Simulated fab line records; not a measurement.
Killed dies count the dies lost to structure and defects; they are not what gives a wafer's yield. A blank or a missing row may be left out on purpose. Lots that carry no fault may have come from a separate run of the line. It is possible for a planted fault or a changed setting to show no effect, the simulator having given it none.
fab line records | flow nandHarc
[record] lots = 13 wafers = 39 lastDay = 32
route steps=1302 shown A_WL_FILL@953 END@1302
lots with no fault: from the same line, run without faults
startH: hours from the record's opening day to when the first of the lot's shown wafers began | waitH: time in hours since the lot's previous step | " unchanged from the row above | L1.1+2: a row that stands for several wafers | - value missing, or start not given | * or withheld: withheld | < > ~ a bound
route shown NAME@n: names a module that has steps shown in the file, with the first one's number in the route | usual: average and standard deviation across the fault-free wafers | same: alike in all rows | chamber/n: place in a boat | sites: each site's reading | _std_site: standard deviation of those values | _edge_site: the outer-site mean with the inner-site mean subtracted | radiusMm: for every site, how far away it sits from the centre of the wafer | mask NAME#n: copy n | behind: tool/chamber where the wafer was last shaped | hold: why the lot was held/for how many hours/how that ended | device: the n, p or np transistor that did not switch | end of line: the tests these same wafers got at the end of their route | where a step has no rows: the recipe by itself | killed: at the first sort, the dies lost to defects and structure; wafer yield is something else | map: per-die view of a wafer (x killed, . not killed, _ where there is no die)
set.NAME: the setting that was run; set.NAME@STEP: the one run at that earlier step | model.NAME: the simulator's own value behind a step, which no gauge read
one table for each step of the route and one row for each wafer, over a sample of lots
services: the hour from which a tool's chamber was out of use, counted from the record's first day as startH (under 0 if before that day), plus the number of hours and why
[[steps]]
[step NHARC_A_WL_FILL_RTA_01]
[recipe] tempC = 1000 timeS = 5
[usual] lampPowerPct = 28.7/2.6 wafer_temp_C_max = 1004.4/1.3
// columns lot.wafer tool chamber startH waitH lampPowerPct wafer_temp_C_max
L883.2 rtpAnneal-01 0 487.38 - 25.3 1004.2
L883.4 " 0 " " 25.3 1005.9
L883.5 " 0 " " 25.3 1005.0
L884.1 rtpAnneal-02 0 493.49 - 30.7 1004.4
L884.2 " 0 " " 30.7 1004.1
L884.6 " 0 " " 30.8 1003.8
L885.2 rtpAnneal-02 0 518.88 - 30.8 1003.4
L885.4 " 0 " " 30.7 1004.4
L885.5 " 0 " " 30.8 1003.7
L886.1 rtpAnneal-01 0 534.67 - 25.3 1006.0
L886.2 " 0 " " 25.4 1005.0
L886.6 " 0 " " 25.4 1005.1
L888.3 rtpAnneal-01 0 546.05 - 25.4 1005.9
L888.4 " 0 " " 25.4 1005.0
L888.5 " 0 " " 25.4 1006.7
L889.3 rtpAnneal-02 0 554.12 - 30.7 1003.9
L889.4 " 0 " " 30.7 1004.2
L889.6 " 0 " " 30.7 1003.1
L890.1 rtpAnneal-02 0 566.93 - 30.7 1003.5
L890.4 " 0 " " 30.7 1003.5
L890.5 " 0 " " 30.7 1003.7
L897.2 rtpAnneal-02 0 620.29 - 30.8 1002.0
L897.3 " 0 " " 30.8 1004.1
L897.4 " 0 " " 30.8 1002.6
L898.2 rtpAnneal-02 0 644.92 - 30.8 1003.2
L898.4 " 0 " " 30.7 1004.4
L898.6 " 0 " " 30.8 1003.7
L901.1 rtpAnneal-02 0 662.33 - 30.7 1003.5
L901.2 " 0 " " 30.7 1003.8
L901.6 " 0 " " 30.7 1003.3
L900.1 rtpAnneal-01 0 662.48 - 25.4 1005.7
L900.2 " 0 " " 25.4 1004.4
L900.3 " 0 " " 25.4 1004.5
L903.1 rtpAnneal-01 0 671.56 - 25.3 1006.4
L903.3 " 0 " " 25.4 1005.1
L903.5 " 0 " " 25.4 1007.8
L902.1 rtpAnneal-02 0 676.28 - 30.7 1002.4
L902.4 " 0 " " 30.7 1003.2
L902.6 " 0 " " 30.7 1003.4
[step NHARC_A_WL_FILL_ETCHBACK_05]
[recipe] targetDepthA = 220 timeS = 60 tempC = 40 chemistry = Cl2/BCl3
[usual] drypumpMotorCurrentA = 5.8/0.46 oesProductAu = 0.997/0.013
// columns lot.wafer tool chamber startH waitH drypumpMotorCurrentA oesProductAu rfHoursCounterH
L883.2 rieMetal-03 0 488.70 0.2 4.8 1.022 2.3
L883.4 " 1 " " 6.3 1.008 -
L883.5 " 1 " " 6.3 1.009 -
L884.2 rieMetal-01 0 494.83 0.2 5.6 1.013 1.8
L884.1 " 1 " " 6.0 1.002 1.8
L884.6 " 0 " " 5.6 1.011 -
L885.2 rieMetal-01 0 520.19 0.2 5.6 1.001 2.4
L885.4 " 0 " " 5.6 1.011 -
L885.5 " 0 " " 5.6 1.009 -
L886.1 rieMetal-02 1 536.02 0.2 5.9 0.981 1.4
L886.2 " 0 " " 5.9 0.990 1.4
L886.6 " 1 " " 5.9 0.966 -
L888.4 rieMetal-03 0 547.37 0.1 4.8 1.017 -
L888.3 " 1 " " 6.3 1.003 -
L888.5 " 0 " " 4.8 1.010 -
L889.3 rieMetal-02 1 555.43 0.2 6.0 0.984 -
L889.4 " 0 " " 6.0 0.999 -
L889.6 " 0 " " 6.0 0.996 -
L890.1 rieMetal-02 1 568.20 0.2 5.9 0.982 2.1
L890.4 " 1 " " 5.9 0.975 -
L890.5 " 1 " " 5.9 0.983 -
L897.2 rieMetal-02 0 621.61 0.2 6.0 0.994 3.1
L897.3 " 0 " " 6.0 0.980 -
L897.4 " 1 " " 5.9 0.972 -
L898.2 rieMetal-02 1 646.16 0.2 5.9 0.988 0.2
L898.4 " 1 " " 5.9 0.993 -
L898.6 " 1 " " 5.9 0.985 -
L900.1 rieMetal-03 1 663.75 0.2 6.3 0.995 3.2
L900.2 " 0 " " 4.8 1.007 3.2
L900.3 " 1 " " 6.3 0.992 -
L901.1 rieMetal-01 0 663.80 0.4 5.6 0.981 0.8
L901.2 " 0 " " 5.6 0.989 -
L901.6 " 0 " " 5.6 0.996 -
L903.1 rieMetal-03 0 672.91 0.2 4.8 1.012 3.5
L903.3 " 1 " " 6.3 1.001 -
L903.5 " 1 " " 6.3 0.994 -
L902.1 rieMetal-01 0 677.74 0.4 5.6 0.988 1.9
L902.4 " 0 " " 5.6 0.996 -
L902.6 " 0 " " 5.6 0.992 -
[step NHARC_A_WL_FILL_ETCHBACK_17]
[recipe] targetDepthA = 40 timeS = 26.7 chemistry = Cl2/BCl3
[usual] drypumpMotorCurrentA = 5.7/0.55 oesProductAu = 0.996/0.013
// columns lot.wafer tool chamber startH waitH drypumpMotorCurrentA oesProductAu rfHoursCounterH
L883.2 rieMetal-03 1 498.69 - 6.3 1.011 2.4
L883.4 " 1 " " 6.3 1.013 -
L883.5 " 1 " " 6.3 1.008 -
L884.2 rieMetal-01 1 505.27 - 6.0 0.990 2.1
L884.1 " 0 " " 5.6 1.014 2.1
L884.6 " 1 " " 6.0 0.999 -
L885.2 rieMetal-03 1 531.03 - 6.3 1.004 0
L885.4 " 0 " " 4.8 0.995 -
L885.5 " 1 " " 6.3 0.997 -
L886.2 rieMetal-01 1 547.31 - 6.0 1.011 2.7
L886.1 " 0 " " 5.6 1.021 2.7
L886.6 " 0 " " 5.6 1.009 -
L888.4 rieMetal-03 0 558.53 - 4.8 1.011 -
L888.3 " 1 " " 6.3 0.986 -
L888.5 " 0 " " 4.8 1.011 -
L889.3 rieMetal-01 0 565.82 - 5.6 1.011 -
L889.4 " 1 " " 6.0 1.009 -
L889.6 " 0 " " 5.6 1.006 -
L890.1 rieMetal-03 0 580.20 - 4.8 1.012 1.0
L890.4 " 1 " " 6.3 0.997 -
L890.5 " 0 " " 4.8 1.000 -
L897.2 rieMetal-03 0 631.99 - 4.8 1.018 2.4
L897.4 " 0 " " 4.7 1.014 -
L897.3 " 1 " " 6.3 0.994 -
L898.2 rieMetal-03 1 656.41 - 6.3 0.999 2.8
L898.4 " 1 " " 6.3 1.003 -
L898.6 " 0 " " 4.8 1.018 -
L900.2 rieMetal-03 1 675.21 - 6.3 0.984 3.6
L900.1 " 0 " " 4.8 1.008 3.6
L900.3 " 1 " " 6.3 0.991 -
L901.1 rieMetal-01 0 675.23 - 5.6 0.983 1.4
L901.2 " 0 " " 5.6 0.990 -
L901.6 " 0 " " 5.6 0.992 -
L903.1 rieMetal-03 0 683.88 - 4.8 1.005 4.0
L903.3 " 0 " " 4.8 1.020 -
L903.5 " 1 " " 6.3 0.996 -
L902.1 rieMetal-02 1 688.52 - 5.9 0.975 0.5
L902.4 " 1 " " 5.9 0.982 -
L902.6 " 1 " " 5.9 0.988 -
[step NHARC_A_WL_FILL_ALD_19]
[recipe] targetThkA = 20 pulseTimeS = 3 aldCycles = 100 tempC = 450 material = TiN
[usual] aldCycles = 100/0 heaterPowerOuterW = 695/82 heaterPowerW = 1097/130 precursorPulseHeightRel = 0.997/0.019
// columns lot.wafer tool chamber startH waitH aldCycles heaterPowerOuterW heaterPowerW precursorPulseHeightRel
L883.2 aldMetal-01 3 504.14 0.1 100 730 1133 1.018
L883.4 " 1 " " 100 707 1058 0.999
L883.5 " 2 " " 100 869 1452 0.997
L884.2 aldMetal-04 0 510.76 0.1 100 620 999 0.993
L884.1 " 3 " " 100 637 1055 0.977
L884.6 " 0 " " 100 614 1032 1.008
L885.2 aldMetal-01 2 536.39 0.1 100 880 1431 1.000
L885.4 " 3 " " 100 771 1124 0.993
L885.5 " 1 " " 100 648 1014 1.008
L886.1 aldMetal-04 0 552.81 0.1 100 610 1007 1.031
L886.2 " 3 " " 100 642 1054 0.995
L886.6 " 0 " " 100 609 1020 1.007
L888.3 aldMetal-01 0 564.03 0.1 100 708 1103 1.015
L888.4 " 1 " " 44 668 998 1.003
L888.5 " 0 " " 44 682 1071 1.005
L889.3 aldMetal-01 0 571.31 0.1 100 705 1074 1.003
L889.4 " 3 " " 44 740 1128 0.994
L889.6 " 1 " " 44 659 1005 0.988
L890.1 aldMetal-04 2 585.65 0.1 100 733 1139 1.000
L890.4 " 3 " " 100 650 1054 0.967
L890.5 " 1 " " 100 686 1020 0.982
L897.4 aldMetal-03 2 637.52 0.1 100 658 1081 1.008
L897.2 " 0 " " 100 721 1127 0.986
L897.3 " 1 " " 100 634 1023 0.996
L898.2 aldMetal-01 1 661.97 0.1 100 673 1022 1.001
L898.4 " 2 " " 100 875 1471 0.984
L898.6 " 0 " " 100 685 1083 0.999
L900.1 aldMetal-01 2 680.74 0.1 100 912 1449 1.000
L900.3 " 3 " " 100 770 1160 0.986
L900.2 " 1 " " 100 680 982 0.974
L901.1 aldMetal-03 3 680.76 0.1 100 532 947 0.998
L901.2 " 0 " " 100 702 1111 1.009
L901.6 " 3 " " 100 539 933 0.980
L903.3 aldMetal-04 1 689.31 0.1 100 683 1061 0.988
L903.1 " 2 " " 100 718 1066 0.993
L903.5 " 1 " " 100 676 1041 0.973
L902.1 aldMetal-03 3 694.01 0.1 100 539 937 0.958
L902.4 " 0 " " 100 724 1130 1.016
L902.6 " 3 " " 100 557 924 0.957
[step NHARC_END_SORT_01]
[recipe] tempC = 25
[usual] killedAtArray = 56/19 killedAtOther = 0.6/1 killedAtPeriphery = 3.9/2.7 killedDies = 61/19 killedOpen = 3.3/1.9 killedShort = 2.4/1.7
[same] grossDies = 677
// columns lot.wafer tool chamber startH waitH hold killedAtArray killedAtOther killedAtPeriphery killedDies killedOpen killedShort
L883.2 prober-02 0 588.96 2.8 - 68 0 2 70 4 2
L883.4 prober-02 0 590.57 3.4 - 75 0 1 76 3 4
L883.5 prober-02 0 591.37 3.7 - 59 0 1 60 2 1
L884.1 prober-01 0 593.76 2.5 - 52 0 3 55 1 4
L884.2 prober-01 0 594.58 2.8 - 39 0 0 39 0 1
L884.6 prober-01 0 597.83 4.1 - 49 1 1 51 3 5
L885.2 prober-02 0 615.41 2.8 - 72 0 7 79 2 3
L885.4 prober-02 0 617.05 3.4 - 56 1 7 64 9 1
L885.5 prober-02 0 617.87 3.8 - 63 2 6 71 9 5
L888.3 prober-02 0 639.64 3.1 awaitDispo/2.2h/release 26 0 8 34 2 3
L888.4 prober-02 0 640.44 3.4 awaitDispo/2.2h/release 671 0 6 677 2 0
L888.5 prober-02 0 641.23 3.7 awaitDispo/2.2h/release 675 0 2 677 5 4
L886.1 prober-02 0 645.79 2.5 - 51 0 1 52 2 4
L886.2 prober-02 0 646.59 2.8 - 62 0 2 64 4 3
L886.6 prober-02 0 649.81 4.0 - 64 0 0 64 2 4
L889.3 prober-01 0 654.64 3.1 awaitDispo/6.1h/release 33 0 2 35 4 3
L889.4 prober-01 0 655.45 3.4 awaitDispo/6.1h/release 675 0 2 677 3 1
L889.6 prober-01 0 657.07 4.0 awaitDispo/6.1h/release 672 3 2 677 4 1
L890.1 prober-02 0 666.52 2.5 - 71 2 3 76 2 4
L890.4 prober-02 0 668.91 3.4 - 87 1 2 90 6 5
L890.5 prober-02 0 669.71 3.7 - 65 2 2 69 2 0
L897.2 prober-01 0 718.02 4.7 - 32 2 2 36 3 3
L897.3 prober-01 0 718.82 5.0 - 29 5 4 38 7 1
L897.4 prober-01 0 719.62 5.3 - 23 2 5 30 7 5
L898.2 prober-01 0 743.73 2.8 - 62 1 8 71 5 3
L898.4 prober-01 0 745.31 3.4 - 49 1 4 54 2 3
L898.6 prober-01 0 746.90 4.0 - 46 0 5 51 5 0
L901.1 prober-01 0 762.73 2.5 - 67 1 4 72 5 2
L901.2 prober-01 0 763.53 2.8 - 48 1 3 52 1 1
L901.6 prober-01 0 766.71 4.0 - 52 1 5 58 2 4
L900.1 prober-02 0 765.02 2.5 - 78 0 1 79 4 1
L900.2 prober-02 0 765.81 2.8 - 76 0 3 79 6 2
L900.3 prober-02 0 766.61 3.1 - 80 0 4 84 2 4
L902.1 prober-01 0 771.49 2.5 - 53 0 13 66 2 6
L902.4 prober-01 0 773.89 3.4 - 37 2 5 44 3 0
L902.6 prober-01 0 775.49 4.0 - 50 0 3 53 5 2
L903.1 prober-02 0 772.83 2.5 - 69 0 6 75 2 7
L903.3 prober-02 0 774.44 3.1 - 75 0 0 75 2 6
L903.5 prober-02 0 776.06 3.7 - 79 0 9 88 3 1
// killed by level:class
L883.2 A_SLIT:chamberFilmFlake=28 A_CHANNEL_HOLE_D1:chamberFilmFlake=27 A_CHANNEL_HOLE_D2:chamberFilmFlake=5 A_CONTACT:chamberFilmFlake=2 A_SOURCE_PLATE:geometricParticle:open=1 A_CHANNEL_FILL_D1:geometricParticle:short=1 A_CHANNEL_FILL_D1:geometricParticle:open=1 A_CHANNEL_FILL_D2:geometricParticle:open=1
L883.4 A_CHANNEL_HOLE_D1:chamberFilmFlake=28 A_SLIT:chamberFilmFlake=25 A_CHANNEL_HOLE_D2:chamberFilmFlake=10 A_STAIRCASE:chamberFilmFlake=3 A_WL_FILL:geometricParticle:short=2 A_CONTACT:chamberFilmFlake=2 P_GATE:geometricParticle:open=1 A_DECK1_JOINT:geometricParticle:open=1
L883.5 A_CHANNEL_HOLE_D1:chamberFilmFlake=27 A_SLIT:chamberFilmFlake=18 A_STAIRCASE:chamberFilmFlake=4 A_CONTACT:chamberFilmFlake=4 A_DECK1_JOINT:geometricParticle:short=1 A_CHANNEL_FILL_D2:geometricParticle:open=1 A_WL_FILL:geometricParticle:open=1 P_ZERO_WELL:chamberFilmFlake=1
L884.1 A_CHANNEL_HOLE_D2:chamberFilmFlake=42 A_CONTACT:chamberFilmFlake=3 P_GATE:geometricParticle:short=1 P_GATE:geometricParticle:open=1 A_ONON_D1:geometricParticle:short=1 A_STAIRCASE:geometricParticle:short=1 A_CONTACT:geometricParticle:short=1 P_GATE:chamberFilmFlake=1
L884.2 A_CHANNEL_HOLE_D2:chamberFilmFlake=32 A_STAIRCASE:chamberFilmFlake=2 A_CONTACT:chamberFilmFlake=2 A_ONON_D2:geometricParticle:short=1 A_CHANNEL_HOLE_D1:chamberFilmFlake=1 A_DECK1_JOINT:chamberFilmFlake=1
L884.6 A_CHANNEL_HOLE_D2:chamberFilmFlake=38 A_CONTACT:chamberFilmFlake=3 A_CHANNEL_FILL_D2:geometricParticle:open=2 A_SOURCE_PLATE:geometricParticle:short=1 A_CHANNEL_FILL_D1:geometricParticle:short=1 A_CHANNEL_HOLE_D2:geometricParticle:short=1 A_WL_FILL:geometricParticle:short=1 A_BLC:geometricParticle:open=1
L885.2 A_SLIT:chamberFilmFlake=35 A_CHANNEL_HOLE_D2:chamberFilmFlake=10 A_STAIRCASE:chamberFilmFlake=10 A_CHANNEL_HOLE_D1:chamberFilmFlake=4 P_STI:chamberFilmFlake=3 A_CONTACT:chamberFilmFlake=3 P_ZERO_WELL:chamberFilmFlake=2 P_M2:chamberFilmFlake=2
L885.4 A_SLIT:chamberFilmFlake=27 A_CONTACT:chamberFilmFlake=7 A_CHANNEL_HOLE_D2:chamberFilmFlake=5 P_ZERO_WELL:chamberFilmFlake=4 A_STAIRCASE:chamberFilmFlake=4 P_CONTACT:geometricParticle:open=2 A_SGD_CUT:geometricParticle:open=2 A_CHANNEL_HOLE_D1:chamberFilmFlake=2
L885.5 A_SLIT:chamberFilmFlake=24 A_CHANNEL_HOLE_D2:chamberFilmFlake=10 A_STAIRCASE:chamberFilmFlake=7 A_CHANNEL_HOLE_D1:chamberFilmFlake=5 A_WL_FILL:geometricParticle:short=4 A_M0:geometricParticle:open=4 A_WL_FILL:chamberFilmFlake=3 A_CONTACT:chamberFilmFlake=2
L888.3 A_CHANNEL_HOLE_D2:chamberFilmFlake=12 P_GATE:chamberFilmFlake=7 A_CHANNEL_HOLE_D1:chamberFilmFlake=4 A_WL_FILL:chamberFilmFlake=3 P_STI:geometricParticle:open=1 A_ONON_D1:geometricParticle:short=1 A_DECK1_JOINT:geometricParticle:short=1 A_CHANNEL_HOLE_D2:geometricParticle:open=1
L888.4 A_WL_FILL:areaAld=644 A_CHANNEL_HOLE_D2:chamberFilmFlake=13 P_GATE:chamberFilmFlake=5 A_CHANNEL_HOLE_D1:chamberFilmFlake=5 A_CHANNEL_FILL_D1:chamberFilmFlake=2 A_STAIRCASE:chamberFilmFlake=2 A_WL_FILL:chamberFilmFlake=2 P_M1:geometricParticle:open=1
L888.5 A_WL_FILL:areaAld=640 A_CHANNEL_HOLE_D2:chamberFilmFlake=9 A_CHANNEL_FILL_D1:chamberFilmFlake=4 A_CHANNEL_FILL_D2:geometricParticle:short=3 A_CHANNEL_HOLE_D1:chamberFilmFlake=3 A_STAIRCASE:chamberFilmFlake=3 P_GATE:chamberFilmFlake=2 A_DECK1_JOINT:chamberFilmFlake=2
L886.1 A_SLIT:chamberFilmFlake=24 A_CHANNEL_HOLE_D2:chamberFilmFlake=13 A_STAIRCASE:chamberFilmFlake=5 A_CHANNEL_HOLE_D1:chamberFilmFlake=2 A_CONTACT:chamberFilmFlake=2 P_STI:geometricParticle:short=1 A_ONON_D2:geometricParticle:short=1 A_CHANNEL_FILL_D2:geometricParticle:short=1
L886.2 A_SLIT:chamberFilmFlake=39 A_CHANNEL_HOLE_D2:chamberFilmFlake=9 A_ONON_D2:geometricParticle:open=3 A_CONTACT:chamberFilmFlake=3 A_SOURCE_PLATE:geometricParticle:short=1 A_CHANNEL_HOLE_D1:geometricParticle:open=1 A_ONON_D2:geometricParticle:short=1 A_CHANNEL_FILL_D2:geometricParticle:short=1
L886.6 A_SLIT:chamberFilmFlake=34 A_CHANNEL_HOLE_D2:chamberFilmFlake=12 A_CHANNEL_HOLE_D1:chamberFilmFlake=6 A_CONTACT:chamberFilmFlake=5 A_M0:geometricParticle:open=2 A_SOURCE_PLATE:geometricParticle:short=1 A_ONON_D1:geometricParticle:short=1 A_CHANNEL_HOLE_D1:geometricParticle:short=1
L889.3 A_CHANNEL_HOLE_D2:chamberFilmFlake=15 A_CHANNEL_HOLE_D1:chamberFilmFlake=7 P_CONTACT:geometricParticle:open=2 A_CHANNEL_FILL_D2:chamberFilmFlake=2 A_STAIRCASE:chamberFilmFlake=2 A_CHANNEL_HOLE_D1:geometricParticle:open=1 A_CHANNEL_HOLE_D1:geometricParticle:short=1 A_CHANNEL_FILL_D1:geometricParticle:short=1
L889.4 A_WL_FILL:areaAld=650 A_CHANNEL_HOLE_D2:chamberFilmFlake=11 A_CHANNEL_FILL_D2:chamberFilmFlake=5 A_DECK1_JOINT:chamberFilmFlake=3 P_M1:geometricParticle:open=1 A_CHANNEL_FILL_D2:geometricParticle:open=1 A_WL_FILL:geometricParticle:open=1 A_BLC:geometricParticle:short=1
L889.6 A_WL_FILL:areaAld=640 A_CHANNEL_HOLE_D2:chamberFilmFlake=16 A_CHANNEL_FILL_D2:chamberFilmFlake=5 A_SLIT:chamberFilmFlake=5 A_CHANNEL_HOLE_D1:chamberFilmFlake=2 A_CONTACT:chamberFilmFlake=2 THIN_TSV:chamberFilmFlake=2 P_GATE:geometricParticle:open=1
L890.1 A_CHANNEL_HOLE_D1:chamberFilmFlake=28 A_SLIT:chamberFilmFlake=19 A_CHANNEL_HOLE_D2:chamberFilmFlake=7 A_CONTACT:chamberFilmFlake=5 A_CHANNEL_FILL_D2:geometricParticle:open=2 P_GATE:chamberFilmFlake=2 A_DECK1_JOINT:chamberFilmFlake=2 A_M1:chamberFilmFlake=2
L890.4 A_CHANNEL_HOLE_D1:chamberFilmFlake=43 A_SLIT:chamberFilmFlake=19 A_CHANNEL_HOLE_D2:chamberFilmFlake=8 A_M1:chamberFilmFlake=3 A_CHANNEL_FILL_D2:geometricParticle:open=2 A_M1:geometricParticle:open=2 A_CONTACT:chamberFilmFlake=2 P_CONTACT:geometricParticle:short=1
L890.5 A_CHANNEL_HOLE_D1:chamberFilmFlake=26 A_SLIT:chamberFilmFlake=25 A_CHANNEL_HOLE_D2:chamberFilmFlake=5 P_CONTACT:geometricParticle:open=2 A_DECK1_JOINT:chamberFilmFlake=2 A_CONTACT:chamberFilmFlake=2 A_M1:chamberFilmFlake=2 THIN_TSV:chamberFilmFlake=2
L897.2 A_CHANNEL_HOLE_D1:chamberFilmFlake=16 A_CONTACT:chamberFilmFlake=5 A_CHANNEL_FILL_D1:chamberFilmFlake=2 A_STAIRCASE:chamberFilmFlake=2 A_SLIT:chamberFilmFlake=2 THIN_TSV:chamberFilmFlake=2 P_GATE:geometricParticle:short=1 A_CHANNEL_HOLE_D1:geometricParticle:short=1
L897.3 A_CHANNEL_HOLE_D1:chamberFilmFlake=12 A_SLIT:chamberFilmFlake=5 A_STAIRCASE:chamberFilmFlake=4 THIN_TSV:chamberFilmFlake=4 P_M0:geometricParticle:open=3 A_CONTACT:chamberFilmFlake=3 A_DECK1_JOINT:geometricParticle:open=1 A_CHANNEL_HOLE_D2:geometricParticle:open=1
L897.4 A_CHANNEL_HOLE_D1:chamberFilmFlake=12 A_CONTACT:chamberFilmFlake=4 A_BLC:geometricParticle:open=2 P_STI:geometricParticle:short=1 P_GATE:geometricParticle:open=1 P_CONTACT:geometricParticle:short=1 P_M0:geometricParticle:short=1 P_M2:geometricParticle:short=1
L898.2 A_SLIT:chamberFilmFlake=29 A_CHANNEL_HOLE_D1:chamberFilmFlake=10 A_SGD_CUT:chamberFilmFlake=10 P_M1:chamberFilmFlake=3 A_CONTACT:chamberFilmFlake=3 A_SGD_CUT:geometricParticle:short=2 P_ZERO_WELL:chamberFilmFlake=2 A_WL_FILL:chamberFilmFlake=2
L898.4 A_SLIT:chamberFilmFlake=18 A_CHANNEL_HOLE_D1:chamberFilmFlake=9 A_SGD_CUT:chamberFilmFlake=9 A_CONTACT:chamberFilmFlake=4 A_STAIRCASE:chamberFilmFlake=3 A_DECK1_JOINT:geometricParticle:short=2 P_ZERO_WELL:chamberFilmFlake=2 A_WL_FILL:chamberFilmFlake=2
L898.6 A_SLIT:chamberFilmFlake=27 A_SGD_CUT:chamberFilmFlake=6 A_CONTACT:chamberFilmFlake=4 A_CHANNEL_HOLE_D1:chamberFilmFlake=3 A_ONON_D1:geometricParticle:open=2 P_M1:chamberFilmFlake=2 A_STAIRCASE:chamberFilmFlake=2 P_M2:geometricParticle:open=1
L901.1 A_CHANNEL_HOLE_D2:chamberFilmFlake=30 A_CHANNEL_HOLE_D1:chamberFilmFlake=16 A_CONTACT:chamberFilmFlake=5 A_STAIRCASE:chamberFilmFlake=5 A_SLIT:chamberFilmFlake=5 P_M0:geometricParticle:open=2 P_CONTACT:geometricParticle:short=1 A_ONON_D1:geometricParticle:short=1
L901.2 A_CHANNEL_HOLE_D2:chamberFilmFlake=21 A_SLIT:chamberFilmFlake=7 A_CHANNEL_HOLE_D1:chamberFilmFlake=6 A_STAIRCASE:chamberFilmFlake=5 A_CONTACT:chamberFilmFlake=5 P_GATE:chamberFilmFlake=2 A_CHANNEL_FILL_D1:geometricParticle:open=1 A_WL_FILL:geometricParticle:short=1
L900.1 A_SLIT:chamberFilmFlake=33 A_CHANNEL_HOLE_D2:chamberFilmFlake=17 A_CHANNEL_HOLE_D1:chamberFilmFlake=9 A_STAIRCASE:chamberFilmFlake=6 A_CONTACT:chamberFilmFlake=5 A_CHANNEL_FILL_D1:geometricParticle:open=2 A_DECK1_JOINT:chamberFilmFlake=2 A_CHANNEL_HOLE_D1:geometricParticle:short=1
L900.2 A_CHANNEL_HOLE_D2:chamberFilmFlake=24 A_SLIT:chamberFilmFlake=22 A_CHANNEL_HOLE_D1:chamberFilmFlake=14 A_CONTACT:chamberFilmFlake=5 P_BONDPAD:chamberFilmFlake=3 A_SOURCE_PLATE:geometricParticle:open=2 A_DECK1_JOINT:chamberFilmFlake=2 A_ONON_D1:geometricParticle:open=1
L900.3 A_CHANNEL_HOLE_D2:chamberFilmFlake=26 A_SLIT:chamberFilmFlake=23 A_CHANNEL_HOLE_D1:chamberFilmFlake=16 A_STAIRCASE:chamberFilmFlake=4 A_DECK1_JOINT:chamberFilmFlake=3 A_CONTACT:chamberFilmFlake=3 P_GATE:chamberFilmFlake=2 P_M0:geometricParticle:short=1
L901.6 A_CHANNEL_HOLE_D2:chamberFilmFlake=24 A_CHANNEL_HOLE_D1:chamberFilmFlake=12 A_STAIRCASE:chamberFilmFlake=4 A_CONTACT:chamberFilmFlake=4 A_SLIT:chamberFilmFlake=3 P_STI:chamberFilmFlake=2 P_CONTACT:geometricParticle:short=1 P_CONTACT:geometricParticle:open=1
L902.1 A_SLIT:chamberFilmFlake=30 P_STI:chamberFilmFlake=11 A_CHANNEL_HOLE_D2:chamberFilmFlake=5 A_CONTACT:chamberFilmFlake=4 A_WL_FILL:geometricParticle:short=3 A_CHANNEL_HOLE_D1:chamberFilmFlake=3 A_STAIRCASE:chamberFilmFlake=2 P_M0:geometricParticle:short=1
L903.1 A_CHANNEL_HOLE_D2:chamberFilmFlake=22 A_CONTACT:chamberFilmFlake=17 A_SLIT:chamberFilmFlake=8 A_CHANNEL_HOLE_D1:chamberFilmFlake=6 A_ZERO_WELL:chamberFilmFlake=4 A_WL_FILL:geometricParticle:short=2 P_ZERO_WELL:chamberFilmFlake=2 P_STI:chamberFilmFlake=2
L902.4 A_SLIT:chamberFilmFlake=22 A_CONTACT:chamberFilmFlake=5 P_STI:chamberFilmFlake=4 A_STAIRCASE:chamberFilmFlake=4 A_ZERO_WELL:chamberFilmFlake=2 THIN_TSV:chamberFilmFlake=2 P_CONTACT:geometricParticle:open=1 A_ONON_D2:geometricParticle:open=1
L903.3 A_CHANNEL_HOLE_D2:chamberFilmFlake=24 A_CHANNEL_HOLE_D1:chamberFilmFlake=23 A_CONTACT:chamberFilmFlake=14 A_ONON_D1:geometricParticle:short=2 A_CHANNEL_FILL_D1:geometricParticle:short=2 A_ZERO_WELL:chamberFilmFlake=2 A_SLIT:chamberFilmFlake=2 A_DECK1_JOINT:geometricParticle:open=1
L902.6 A_SLIT:chamberFilmFlake=33 A_CHANNEL_HOLE_D2:chamberFilmFlake=4 A_CONTACT:chamberFilmFlake=3 A_CHANNEL_FILL_D1:geometricParticle:open=2 P_STI:chamberFilmFlake=2 A_CHANNEL_HOLE_D1:chamberFilmFlake=2 P_M1:geometricParticle:open=1 A_CHANNEL_FILL_D2:geometricParticle:short=1
L903.5 A_CHANNEL_HOLE_D1:chamberFilmFlake=24 A_CHANNEL_HOLE_D2:chamberFilmFlake=22 A_CONTACT:chamberFilmFlake=13 A_SLIT:chamberFilmFlake=8 P_ZERO_WELL:chamberFilmFlake=5 A_STAIRCASE:chamberFilmFlake=4 A_ZERO_WELL:chamberFilmFlake=4 A_CHANNEL_FILL_D1:geometricParticle:open=2
[[services]]
// columns tool chamber startH hours kind
aldMetal-04 - 474.00 10.0 pm
aldMetal-03 2 486.42 19.9 repair
aldMetal-03 2 506.36 24.1 repair
rieMetal-03 - 519.00 9.0 pm
rieMetal-03 0 519.00 9.0 ventCycle
rieMetal-03 1 519.00 9.0 ventCycle
aldMetal-03 1 521.10 54.2 repair
aldMetal-01 - 526.00 10.0 pm
aldMetal-03 - 568.00 10.0 pm
rieMetal-01 - 575.00 9.0 pm
aldMetal-01 2 595.33 40.1 repair
aldMetal-04 2 595.82 20.0 repair
rieMetal-01 1 600.90 152.8 repair
aldMetal-03 - 613.65 6.3 repair
rieMetal-03 1 616.77 2.0 repair
rieMetal-01 0 625.12 21.3 repair
rieMetal-02 - 631.00 9.0 pm
aldMetal-03 1 641.34 5.6 repair
rieMetal-03 - 646.21 0.4 repair
aldMetal-03 3 650.33 3.8 repair
aldMetal-04 - 652.00 10.0 pm
rieMetal-02 - 652.64 31.6 repair
aldMetal-01 0 669.73 14.4 repair
rieMetal-01 0 680.19 3.8 repair
[[key]]
[firstSign] step = NHARC_A_WL_FILL_ALD_19 reading = aldCycles direction = down sigmas = 99+ usual = 100 struck = 44
[effect] step = NHARC_END_SORT_01 reading = killedDies direction = up sigmas = 33 usual = 61 struck = 677
[moreKillsBornAt] NHARC_A_WL_FILL_ALD_19@aldMetal-01 = 2574
metAt NHARC_A_WL_FILL_ALD_19
struckLots L888,L889
struckWafers L888.4,L888.5,L889.4,L889.6
laterRowsLeftOut L888.4,L888.5,L889.4,L889.6
testerLeftOut L888,L889
notActingAt NHARC_A_WL_FILL_RTA_01,NHARC_A_WL_FILL_ETCHBACK_05,NHARC_A_WL_FILL_ETCHBACK_17
onsetBetween 536.39 564.03
[fault] kind = processParameterDrift tool = aldMetal-01 chamber = - onsetH = 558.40 steps = NHARC_A_WL_FILL_ALD_19 channel = aldCycles offset = -56 shape = step endH = 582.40 scope = struckWafersOnly actsIn = theseRecipesOnly stated = 100
// testerLeftOut: of these lots the tester's yield and bins aren't shown, on N5 and GAA mostly nor the transistor test; their killed dies are dies lost to structure and defects alone, not to doping, threshold or leakage, so they don't give the yield
// laterRowsLeftOut: the simulator's readings of these wafers behind a module that went badly wrong aren't trusted and aren't shown, but for the sort
